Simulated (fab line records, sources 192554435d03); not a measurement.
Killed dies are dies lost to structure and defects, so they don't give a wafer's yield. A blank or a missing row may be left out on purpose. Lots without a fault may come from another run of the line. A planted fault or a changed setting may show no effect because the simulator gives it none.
Chamber matching | flow n5_finfet | N5_BEOL_M3_DEP_57 on pecvd-04: 3 sister chambers
The step deposits SiCN from 3MS/NH3, target thk 8 nm, time 14 s. 20 wafers are shown with their chamber, then 10 later ones without.

WAFERS WITH THEIR CHAMBER
wafer  | chamber | throttle_valve_pct (%) | showerhead_plenum_p_Torr (Torr)
L077.1 | 0       | 9.2                    | 3.681
L077.4 | 0       | 9.4                    | 3.682
L077.5 | 2       | 9.0                    | 3.640
L079.1 | 0       | 9.2                    | 3.688
L079.4 | 1       | 11.2                   | 3.669
L079.6 | 2       | 9.2                    | 3.642
L083.2 | 0       | 9.3                    | 3.688
L083.5 | 0       | 9.1                    | 3.692
L083.6 | 1       | 11.0                   | 3.663
L081.2 | 0       | 9.5                    | 3.691
L081.3 | 2       | 8.8                    | 3.638
L081.4 | 2       | 8.6                    | 3.643
L080.1 | 0       | 9.6                    | 3.689
L080.3 | 2       | 8.7                    | 3.643
L080.6 | 2       | 8.9                    | 3.636
L086.2 | 1       | 11.2                   | 3.666
L086.4 | 1       | 10.9                   | 3.671
L086.6 | 2       | 8.9                    | 3.636
L091.1 | 2       | 8.8                    | 3.638
L091.4 | 2       | 9.0                    | 3.648

SIGNATURES (means of the wafers above)
reading                  | chamber 0 | chamber 1 | chamber 2 | scatter within a chamber
throttle_valve_pct       | 9.329     | 11.075    | 8.878     | 0.174
showerhead_plenum_p_Torr | 3.68729   | 3.66725   | 3.64044   | 0.00397
Rule: a wafer's distance from a chamber is the root of the sum, over the readings, of the square of ((its reading less the chamber's mean) divided by the reading's scatter). The wafer belongs to the nearest chamber; if the next one is less than 2 further off, it can't be placed. The scatter: the root of (the sum of the squares of (reading less its chamber's mean) over the shown wafers, divided by (wafers less chambers)).

WAFERS WITHOUT THEIR CHAMBER
wafer  | throttle_valve_pct (%) | showerhead_plenum_p_Torr (Torr)
L091.5 | 11.0                   | 3.661
L090.1 | 9.3                    | 3.693
L090.3 | 11.1                   | 3.664
L090.5 | 8.7                    | 3.649
L093.3 | 9.2                    | 3.702
L093.4 | 11.3                   | 3.664
L093.6 | 9.3                    | 3.694
L095.2 | 9.0                    | 3.690
L095.4 | 11.1                   | 3.670
L095.5 | 9.0                    | 3.643

WHICH CHAMBER EACH WENT THROUGH
wafer  | from the rows above | in truth
L091.5 | 1                   | 1
L090.1 | 0                   | 0
L090.3 | 1                   | 1
L090.5 | 2                   | 2
L093.3 | 0                   | 0
L093.4 | 1                   | 1
L093.6 | 0                   | 0
L095.2 | 0                   | 0
L095.4 | 1                   | 1
L095.5 | 2                   | 2
Placed correctly: 10 of 10. Can't be placed from these rows: 0. Placed wrongly: 0.
